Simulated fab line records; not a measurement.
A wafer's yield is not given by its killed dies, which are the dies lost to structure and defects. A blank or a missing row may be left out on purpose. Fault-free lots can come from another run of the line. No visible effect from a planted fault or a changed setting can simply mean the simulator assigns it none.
A lot that was struck, set against a sound lot | flow nand-harc | 14 steps out of a route of 1159
Sound: wafers L530.2, L530.4, L530.6. Wafers struck: L534.1, L534.2, L534.6. The cause is given at the end.
Per side, at each step with rows, come the tool, then ch with its chambers, and then its first start. Under that, the readings that differ: sound wafers | struck wafers | difference of the means | sigmas: that difference in standard deviations of wafers without a fault.
alike: readings whose means differ by less than 2 such deviations, and words and numbers that are the same on both sides. not compared: withheld readings, readings that some wafer has no value for, bounds like >300 that may hide the same value, and numbers for which the record gives no deviation and whose values overlap.
A row with sigmas, a row that says differs or no value, or rows on one side alone: a step with any of these is where the two part. Numbers that don't overlap but have no deviation are shown without sigmas and don't part them. A reading missing from all wafers of one side parts the sides only when that side holds two or more wafers.

NHARC_P_CONTACT_CMP_01: polishes SiO2, target thk 200 nm.
  sound on cmp-01 ch 1,2,3, day 8 19:20; struck on cmp-04 ch 0,1,2, day 10 01:08
  alike: motor-current-A
then, 10 steps without rows for these wafers: NHARC_P_CONTACT_SRD_03; NHARC_P_CONTACT_DEHYDRATE_04 (time 120 s); NHARC_P_CONTACT_HMDS_05 (time 30 s); NHARC_P_CONTACT_COAT_33 (time 75 s); NHARC_P_CONTACT_COAT_34 (time 65 s); NHARC_P_CONTACT_COAT_06 (resist thk 90 nm); NHARC_P_CONTACT_SOFTBAKE_07 (time 55 s); NHARC_P_CONTACT_EBR_08; NHARC_P_CONTACT_EXPOSE_09 (exposes mask P CA, target cd 90 nm); NHARC_P_CONTACT_PEB_10 (peb time 65 s).
NHARC_P_CONTACT_DEVELOP_11: develop time 35 s.
  sound on litho-track-04 ch 0, day 8 19:00; struck on litho-track-04 ch 0, day 10 01:00
  reading              | sound             | struck            | difference | sigmas
  developer-temp-C (C) | 23.04 22.94 22.96 | 21.93 21.96 21.85 | -1.07      | -11
NHARC_P_CONTACT_CD_MEAS_12: target cd 90 nm.
  sound on cd-sem-01 ch 0, day 8 20:01; struck on cd-sem-01 ch 0, day 10 01:47
  alike: cd-nm
next, for these wafers, 1 step has no rows: NHARC_END_SORT_01.

== WHERE THEY PART ==
Within this record, at NHARC_P_CONTACT_DEVELOP_11 only. Later steps at which nothing parts them and some readings are alike: NHARC_P_CONTACT_CD_MEAS_12.

WHY: what had been put in by the simulator
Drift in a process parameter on litho-track-04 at NHARC_P_CONTACT_DEVELOP_11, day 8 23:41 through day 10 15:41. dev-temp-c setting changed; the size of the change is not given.
